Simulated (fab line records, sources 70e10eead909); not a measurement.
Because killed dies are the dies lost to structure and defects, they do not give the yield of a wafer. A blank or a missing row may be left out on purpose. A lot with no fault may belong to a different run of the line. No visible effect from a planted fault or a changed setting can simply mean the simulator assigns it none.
fab line records    flow nand_harc
record lots=14  wafers=42  last_day=24
route steps=1159 shown P_GATE@175 P_CONTACT@217
lots with no fault: from the same line, run without faults
start_h: the number of hours between the record's first day and the start of the first shown wafer of the lot    wait_h: time in hours since the lot's previous step    " the same as in the row above    L1.1+2: a row that stands for several wafers    - no value, or no start was given    * or withheld: withheld    < > ~ a bound
route shown NAME@n: a module of which the file shows steps, and the number in the route of the first    usual: average and standard deviation across the fault-free wafers    same: alike in all rows    chamber/n: place in a boat    sites: readings site by site    _std_site: their standard deviation    _edge_site: the outer-site mean with the inner-site mean subtracted    radius_mm: how far each site lies from the wafer's centre    mask NAME#n: copy n    behind: the last tool/chamber to shape the wafer    hold: cause of the lot's hold/its duration in hours/its outcome    device: names the non-switching transistor (n, p or np)    end of line: the route-end tests of the same wafers    step lacking rows: just its recipe    killed: dies that structure and defects cost at the first sort, which is not the same as the wafer's yield    map: a wafer's dies, x killed, . not, _ none there
set.NAME: the run value of the setting; set.NAME@STEP: its run value at that earlier step    model.NAME: the simulator's own value behind a step, which no gauge read
route steps across a sampled set of lots; one table per step, one row per wafer
services: the hour from which a tool's chamber was out of use, counted from the record's first day as start_h (under 0 if before that day), plus the number of hours and why
## steps
# step NHARC_P_GATE_STRIP_75
# recipe power_w=1500  temp_c=250  chemistry=O2
# usual drypump_motor_current_A=5.73/0.19  heater_power_w=338/29  temp_c=250.00/0.18
lot.wafer  tool             chamber  start_h  wait_h  drypump_motor_current_A  heater_power_w  rf_hours_counter_h  temp_c
L880.1     plasma_asher-02  0        105.13   0.3     5.70                     307             28                  249.99
L880.4     "                0        "        "       5.70                     310             -                   249.97
L880.3     "                1        "        "       5.83                     326             -                   249.86
L882.2     plasma_asher-02  1        111.71   0.3     5.83                     331             32                  249.83
L882.1     "                0        "        "       5.71                     310             32                  250.01
L882.5     "                0        "        "       5.66                     299             -                   249.95
L881.2     plasma_asher-01  1        112.21   0.3     5.41                     352             2                   250.15
L881.5     "                1        "        "       5.42                     363             -                   250.26
L881.6     "                0        "        "       5.98                     364             -                   249.90
L883.1     plasma_asher-02  1        117.81   0.3     5.87                     331             35                  249.97
L883.6     "                1        "        "       5.86                     326             -                   250.00
L883.5     "                0        "        "       5.69                     313             -                   250.29
L884.1     plasma_asher-01  1        129.91   0.2     5.45                     366             8                   249.85
L884.4     "                1        "        "       5.42                     365             -                   250.25
L884.5     "                0        "        "       5.97                     379             -                   249.73
L887.2     plasma_asher-01  0        137.10   0.2     5.95                     369             12                  249.97
L887.1     "                1        "        "       5.45                     358             12                  249.55
L887.4     "                1        "        "       5.42                     359             -                   249.90
L886.4     plasma_asher-01  1        137.54   0.1     5.41                     359             -                   250.11
L886.6     "                0        "        "       5.97                     366             -                   250.22
L886.5     "                1        "        "       5.45                     366             -                   250.22
L888.2     plasma_asher-02  1        154.37   0.2     5.84                     328             45                  249.81
L888.5     "                0        "        "       5.72                     301             -                   250.09
L888.6     "                1        "        "       5.83                     325             -                   249.94
L893.2     plasma_asher-01  0        179.31   0.3     5.97                     366             25                  249.86
L893.4     "                0        "        "       5.96                     365             -                   250.08
L893.5     "                0        "        "       5.95                     376             -                   250.18
L894.3     plasma_asher-01  1        188.84   0.2     5.45                     366             -                   249.87
L894.5     "                1        "        "       5.43                     372             -                   249.98
L894.6     "                0        "        "       5.94                     368             -                   250.12
L898.2     plasma_asher-02  0        215.71   0.2     5.67                     294             8                   250.00
L898.6     "                1        "        "       5.83                     337             -                   249.95
L898.5     "                0        "        "       5.70                     291             -                   250.02
L899.1     plasma_asher-01  1        217.66   0.3     5.46                     362             40                  250.24
L899.3     "                1        "        "       5.44                     365             -                   250.32
L899.5     "                0        "        "       5.98                     373             -                   250.14
L900.2     plasma_asher-02  1        223.61   0.3     5.85                     332             9                   250.48
L900.3     "                1        "        "       5.79                     344             -                   250.32
L900.4     "                0        "        "       5.73                     292             -                   250.08
L902.4     plasma_asher-01  1        234.70   0.1     5.42                     365             -                   250.14
L902.6     "                0        "        "       5.94                     364             -                   250.22
L902.5     "                1        "        "       5.43                     361             -                   250.08
# step NHARC_P_GATE_STRIP_112
# recipe power_w=1500  temp_c=110  time_s=200  chemistry=N2/H2
# usual drypump_motor_current_A=5.73/0.18  heater_power_w=90/7.5  temp_c=110.01/0.13
lot.wafer  tool             chamber  start_h  wait_h  drypump_motor_current_A  heater_power_w  rf_hours_counter_h  temp_c
L880.1     plasma_asher-02  1        106.74   0.3     5.84                     89              30                  109.77
L880.4     "                0        "        "       5.70                     81              -                   109.88
L880.3     "                1        "        "       5.84                     86              -                   109.81
L882.2     plasma_asher-01  0        113.17   0.2     5.91                     99              2                   109.88
L882.1     "                1        "        "       5.39                     98              2                   109.87
L882.5     "                0        "        "       5.90                     98              -                   109.98
L881.2     plasma_asher-02  1        113.84   0.3     5.81                     87              33                  110.04
L881.6     "                0        "        "       5.70                     81              -                   110.23
L881.5     "                1        "        "       5.83                     87              -                   110.16
L883.1     plasma_asher-02  1        119.26   0.2     5.82                     86              36                  110.02
L883.6     "                1        "        "       5.84                     88              -                   110.24
L883.5     "                0        "        "       5.68                     82              -                   109.98
L884.1     plasma_asher-02  0        131.24   0.2     5.69                     84              38                  110.08
L884.4     "                1        "        "       5.85                     85              -                   110.06
L884.5     "                1        "        "       5.84                     87              -                   109.99
L887.1     plasma_asher-01  0        138.57   0.2     5.95                     100             12                  109.85
L887.2     "                1        "        "       5.42                     97              12                  109.79
L887.4     "                1        "        "       5.41                     99              -                   109.94
L886.4     plasma_asher-02  0        139.10   0.2     5.68                     79              -                   109.88
L886.6     "                1        "        "       5.82                     87              -                   109.98
L886.5     "                0        "        "       5.62                     84              -                   109.93
L888.2     plasma_asher-01  0        155.94   0.2     6.00                     96              16                  110.01
L888.6     "                1        "        "       5.42                     94              -                   109.99
L888.5     "                0        "        "       5.97                     98              -                   109.93
L893.2     plasma_asher-02  1        181.05   0.4     5.82                     86              55                  110.07
L893.4     "                1        "        "       5.81                     86              -                   110.18
L893.5     "                0        "        "       5.69                     83              -                   110.08
L894.3     plasma_asher-01  0        190.37   0.2     5.97                     99              -                   110.17
L894.6     "                0        "        "       5.97                     99              -                   109.98
L894.5     "                1        "        "       5.42                     99              -                   110.16
L898.2     plasma_asher-02  0        217.16   0.2     5.68                     78              8                   110.06
L898.6     "                0        "        "       5.67                     78              -                   110.08
L898.5     "                1        "        "       5.82                     88              -                   109.89
L899.1     plasma_asher-01  1        219.26   0.5     5.39                     97              41                  110.17
L899.3     "                1        "        "       5.43                     99              -                   110.04
L899.5     "                0        "        "       5.96                     99              -                   110.10
L900.2     plasma_asher-02  1        224.98   0.2     5.83                     93              9                   110.12
L900.3     "                0        "        "       5.71                     76              -                   109.93
L900.4     "                1        "        "       5.82                     89              -                   110.22
L902.4     plasma_asher-01  1        236.22   0.2     5.41                     98              -                   110.21
L902.5     "                1        "        "       5.41                     97              -                   109.96
L902.6     "                0        "        "       5.93                     96              -                   109.94
# step NHARC_P_GATE_RTA_82
# recipe temp_c=450  time_s=30
# usual lamp_power_pct=4.26/0.18  wafer_temp_C_max=452.8/0.66
lot.wafer  tool           chamber  start_h  wait_h  lamp_power_pct  wafer_temp_C_max
L880.1     rtp_anneal-01  0        110.77   -       4.43            454.4
L880.3     "              0        "        "       4.43            453.7
L880.4     "              0        "        "       4.44            452.9
L882.1     rtp_anneal-01  0        117.43   -       4.44            453.4
L882.2     "              0        "        "       4.44            453.1
L882.5     "              0        "        "       4.44            454.4
L881.2     rtp_anneal-01  0        118.78   -       4.44            453.2
L881.5     "              0        "        "       4.44            453.4
L881.6     "              0        "        "       4.44            452.8
L883.1     rtp_anneal-02  0        123.53   -       4.09            452.3
L883.5     "              0        "        "       4.09            452.5
L883.6     "              0        "        "       4.09            452.4
L884.1     rtp_anneal-01  0        135.17   -       4.44            452.4
L884.4     "              0        "        "       4.44            452.5
L884.5     "              0        "        "       4.44            452.6
L887.1     rtp_anneal-01  0        142.69   -       4.44            453.5
L887.2     "              0        "        "       4.44            454.3
L887.4     "              0        "        "       4.44            453.5
L886.4     rtp_anneal-02  0        143.15   -       4.10            452.5
L886.5     "              0        "        "       4.08            452.4
L886.6     "              0        "        "       4.09            452.4
L888.2     rtp_anneal-01  0        160.01   -       4.44            453.0
L888.5     "              0        "        "       4.44            453.5
L888.6     "              0        "        "       4.44            453.4
L893.2     rtp_anneal-01  0        185.08   -       4.44            454.3
L893.4     "              0        "        "       4.44            453.2
L893.5     "              0        "        "       4.44            452.7
L894.3     rtp_anneal-01  0        195.12   -       4.44            453.3
L894.5     "              0        "        "       4.44            452.9
L894.6     "              0        "        "       4.44            453.4
L898.2     rtp_anneal-02  0        221.13   -       4.09            452.4
L898.5     "              0        "        "       4.09            452.7
L898.6     "              0        "        "       4.09            452.8
L899.1     rtp_anneal-01  0        223.19   -       4.44            451.7
L899.3     "              0        "        "       4.44            452.3
L899.5     "              0        "        "       4.45            452.4
L900.2     rtp_anneal-02  0        229.06   -       4.09            452.8
L900.3     "              0        "        "       4.09            452.0
L900.4     "              0        "        "       4.09            452.9
L902.4     rtp_anneal-01  0        240.28   -       4.45            452.6
L902.5     "              0        "        "       4.44            452.5
L902.6     "              0        "        "       4.44            452.9
# step NHARC_P_CONTACT_DEP_30
# recipe target_thk_a=300  temp_c=400  target_thk_nm=30  flow_sccm=200  rf_w=450  material=SiNx
# usual heater_power_w=740/78
lot.wafer  tool      chamber  start_h  wait_h  heater_power_w
L880.1     pecvd-04  0        111.08   0.1     639
L880.3     "         1        "        "       699
L880.4     "         0        "        "       650
L882.2     pecvd-01  0        117.72   0.1     830
L882.1     "         1        "        "       790
L882.5     "         0        "        "       824
L881.2     pecvd-01  2        119.03   0.1     659
L881.6     "         2        "        "       649
L881.5     "         0        "        "       695
L883.1     pecvd-01  0        124.44   0.5     772
L883.6     "         0        "        "       771
L883.5     "         1        "        "       757
L884.1     pecvd-02  2        135.44   0.1     659
L884.5     "         0        "        "       696
L884.4     "         1        "        "       900
L887.1     pecvd-02  1        143.09   0.2     900
L887.2     "         2        "        "       735
L887.4     "         2        "        "       719
L886.5     pecvd-02  0        143.66   0.4     759
L886.6     "         1        "        "       845
L886.4     "         2        "        "       693
L886.5     pecvd-02  0        144.12   -       753
L886.6     "         1        "        "       860
L886.4     "         2        "        "       705
L888.2     pecvd-04  0        160.33   0.1     645
L888.6     "         2        "        "       866
L888.5     "         0        "        "       650
L893.2     pecvd-01  2        185.43   0.2     683
L893.4     "         0        "        "       851
L893.5     "         2        "        "       684
L894.3     pecvd-01  1        195.54   0.3     737
L894.5     "         0        "        "       712
L894.6     "         1        "        "       737
L894.3     pecvd-01  1        196.00   -       755
L894.5     "         0        "        "       728
L894.6     "         1        "        "       730
L898.2     pecvd-02  1        221.37   0.1     854
L898.6     "         1        "        "       821
L898.5     "         0        "        "       708
L899.1     pecvd-02  2        223.51   0.1     687
L899.3     "         0        "        "       676
L899.5     "         2        "        "       709
L900.3     pecvd-04  0        229.33   0.1     597
L900.2     "         1        "        "       719
L900.4     "         2        "        "       796
L902.4     pecvd-02  0        240.57   0.2     588
L902.5     "         1        "        "       748
L902.6     "         2        "        "       623
## services
tool             chamber  start_h  hours  kind
rtp_anneal-02    -        90.02    1.1    repair
plasma_asher-01  -        99.00    9.0    pm
plasma_asher-01  0        99.00    9.0    vent_cycle
plasma_asher-01  1        99.00    9.0    vent_cycle
plasma_asher-01  0        108.00   -      clean
plasma_asher-01  1        108.00   -      clean
plasma_asher-02  -        122.45   5.3    repair
pecvd-04         0        133.56   4.3    repair
pecvd-02         -        153.00   13.0   pm
pecvd-02         0        153.00   13.0   vent_cycle
pecvd-02         1        153.00   13.0   vent_cycle
pecvd-02         2        153.00   13.0   vent_cycle
pecvd-02         0        166.00   -      clean
pecvd-02         1        166.00   -      clean
pecvd-02         2        166.00   -      clean
plasma_asher-02  -        183.50   9.0    pm
plasma_asher-02  0        183.50   9.0    vent_cycle
plasma_asher-02  1        183.50   9.0    vent_cycle
plasma_asher-02  0        192.50   -      clean
plasma_asher-02  1        192.50   -      clean
pecvd-04         -        195.31   13.0   pm
plasma_asher-01  -        204.99   0.9    repair
pecvd-01         -        237.33   13.0   pm
pecvd-01         0        237.33   13.0   vent_cycle
## key
first_sign step=NHARC_P_CONTACT_DEP_30  reading=visit  direction=added
effect none on later readings
met_at NHARC_P_CONTACT_DEP_30
struck_lots L886,L894
sort_left_out L886.4,L886.5,L886.6,L894.3,L894.5,L894.6
tester_left_out L886,L894
not_acting_at NHARC_P_GATE_STRIP_75,NHARC_P_GATE_STRIP_112,NHARC_P_GATE_RTA_82
fault kind=repeated_step_whole  tool=pecvd-01,pecvd-02,pecvd-04  chamber=-  onset_h=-  steps=NHARC_P_CONTACT_DEP_30  times=1  scope=struck_lots_only
# tester_left_out: of these lots the tester's yield and bins aren't shown, on N5 and GAA mostly nor the transistor test; their killed dies are dies lost to structure and defects alone, not to doping, threshold or leakage, so they don't give the yield
# sort_left_out: the simulated sort isn't trusted on such a fault, so these wafers' sort isn't shown, and their yield isn't known
